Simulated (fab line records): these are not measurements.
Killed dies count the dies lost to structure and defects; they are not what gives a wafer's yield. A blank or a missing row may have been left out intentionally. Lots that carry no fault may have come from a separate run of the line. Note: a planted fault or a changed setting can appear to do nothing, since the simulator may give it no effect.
Matching of chambers ; flow nandHarc ; NHARC_A_ZERO_WELL_DESCUM_12 on rieDiel-06: 4 sister chambers
The step chemistry O2, time 3 s. 14 wafers are shown with their chamber, then 7 later ones without.

## WAFERS PAIRED WITH THEIR CHAMBERS
wafer;chamber;drypumpMotorCurrentA (A);showerheadPlenumPTorr (Torr);oesProductAu (a.u.)
L077.4;3;5.9;1.91;0.987
L077.5;1;4.8;1.88;0.981
L077.6;0;6.1;1.84;0.995
L081.1;2;5.8;1.85;1.001
L081.2;3;5.9;1.90;0.981
L081.3;0;6.1;1.84;1.002
L081.4;1;4.8;1.88;0.977
L081.5;1;4.9;1.88;0.980
L081.6;2;5.8;1.85;1.004
L084.1;0;6.1;1.84;1.002
L084.5;3;5.9;1.90;0.986
L084.6;2;5.9;1.84;0.994
L085.3;1;4.8;1.88;1.001
L085.5;1;4.9;1.88;0.991

SIGNATURES (means of the wafers above)
reading;chamber 0;chamber 1;chamber 2;chamber 3;scatter within a chamber
drypumpMotorCurrentA;6.100;4.840;5.833;5.900;0.0432
showerheadPlenumPTorr;1.8400;1.8800;1.8467;1.9033;0.00365
oesProductAu;0.99967;0.98600;0.99967;0.98467;0.00706
Rule: for each reading, subtract the chamber's mean from the wafer's reading, divide by that reading's scatter and square the result; add these up over the readings and take the root, which gives the wafer's distance from the chamber. If the next closest chamber is less than 2 further off than the closest, the wafer can't be placed; otherwise it belongs to the closest. How the scatter is found: for the shown wafers, subtract from each reading the mean of its chamber, square and add these, divide the total by (wafers less chambers), then take the root.

## WAFERS WHOSE CHAMBER IS MISSING
wafer;drypumpMotorCurrentA (A);showerheadPlenumPTorr (Torr);oesProductAu (a.u.)
L085.6;5.8;1.84;0.990
L089.2;5.9;1.90;0.992
L089.3;4.9;1.87;1.002
L089.5;5.9;1.90;0.989
L095.3;6.1;1.83;0.983
L095.5;6.1;1.83;0.992
L095.6;5.9;1.90;0.970

## THE CHAMBER EACH PASSED THROUGH
wafer;from the rows above;in truth
L085.6;2;2
L089.2;3;3
L089.3;1;1
L089.5;3;3
L095.3;0;0
L095.5;0;0
L095.6;3;3
Correctly placed: 7 of 7. Left unplaced by these rows: 0. Wrongly placed: 0.
